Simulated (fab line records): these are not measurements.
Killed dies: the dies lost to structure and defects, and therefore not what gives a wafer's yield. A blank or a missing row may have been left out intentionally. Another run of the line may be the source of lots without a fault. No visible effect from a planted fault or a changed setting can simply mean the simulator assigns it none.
Matching of chambers :: flow nand harc :: NHARC_A_CHANNEL_FILL_D2_ALD_16 on ald hk-03: 4 sister chambers
The step deposits SiO2, target thk 1.5 nm, pulse time 10 s, ald cycles 15. 14 wafers are shown with their chamber, then 7 later ones without.

== WAFERS, EACH WITH ITS CHAMBER ==
wafer: L076.1
chamber: 0
heater power w (W): 413
precursor pulse height rel: 1.034

wafer: L076.2
chamber: 1
heater power w (W): 449
precursor pulse height rel: 0.982

wafer: L076.4
chamber: 3
heater power w (W): 546
precursor pulse height rel: 0.987

wafer: L075.2
chamber: 1
heater power w (W): 447
precursor pulse height rel: 1.015

wafer: L075.4
chamber: 0
heater power w (W): 424
precursor pulse height rel: 0.991

wafer: L075.5
chamber: 1
heater power w (W): 453
precursor pulse height rel: 0.996

wafer: L080.2
chamber: 1
heater power w (W): 464
precursor pulse height rel: 1.047

wafer: L080.3
chamber: 3
heater power w (W): 552
precursor pulse height rel: 1.012

wafer: L080.5
chamber: 2
heater power w (W): 447
precursor pulse height rel: 1.030

wafer: L087.3
chamber: 2
heater power w (W): 452
precursor pulse height rel: 0.978

wafer: L087.5
chamber: 3
heater power w (W): 547
precursor pulse height rel: 0.987

wafer: L087.6
chamber: 2
heater power w (W): 444
precursor pulse height rel: 0.988

wafer: L088.1
chamber: 1
heater power w (W): 452
precursor pulse height rel: 1.036

wafer: L088.3
chamber: 3
heater power w (W): 547
precursor pulse height rel: 1.012

SIGNATURES (means of the wafers above)
reading: heater power w
chamber 0: 418.50
chamber 1: 453.00
chamber 2: 447.67
chamber 3: 548.00
scatter within a chamber: 5.38

reading: precursor pulse height rel
chamber 0: 1.01250
chamber 1: 1.01520
chamber 2: 0.99867
chamber 3: 0.99950
scatter within a chamber: 0.0245
Rule: a wafer's distance from a chamber is the root of the sum, over the readings, of the square of ((its reading less the chamber's mean) divided by the reading's scatter). If the next closest chamber is less than 2 further off than the closest, the wafer can't be placed; otherwise it belongs to the closest. The scatter is the square root of a quotient: the sum, over the shown wafers, of each reading's squared deviation from its chamber's mean, divided by wafers minus chambers.

== WAFERS WITH NO CHAMBER GIVEN ==
wafer: L088.6
heater power w (W): 449
precursor pulse height rel: 1.014

wafer: L090.2
heater power w (W): 407
precursor pulse height rel: 0.949

wafer: L090.3
heater power w (W): 563
precursor pulse height rel: 1.015

wafer: L090.6
heater power w (W): 451
precursor pulse height rel: 1.019

wafer: L092.1
heater power w (W): 405
precursor pulse height rel: 1.036

wafer: L092.2
heater power w (W): 442
precursor pulse height rel: 1.018

wafer: L092.5
heater power w (W): 441
precursor pulse height rel: 0.979

== WHICH CHAMBER EACH ONE RAN IN ==
wafer: L088.6
from the rows above: can't be placed: 2 or 1
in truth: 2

wafer: L090.2
from the rows above: 0
in truth: 0

wafer: L090.3
from the rows above: 3
in truth: 3

wafer: L090.6
from the rows above: can't be placed: 1 or 2
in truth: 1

wafer: L092.1
from the rows above: 0
in truth: 0

wafer: L092.2
from the rows above: can't be placed: 2 or 1
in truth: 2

wafer: L092.5
from the rows above: can't be placed: 2 or 1
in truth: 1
Correctly placed: 3 of 7. Unplaceable from these rows: 4, with the true chamber sitting among the candidates in 4. Number placed wrongly: 0.
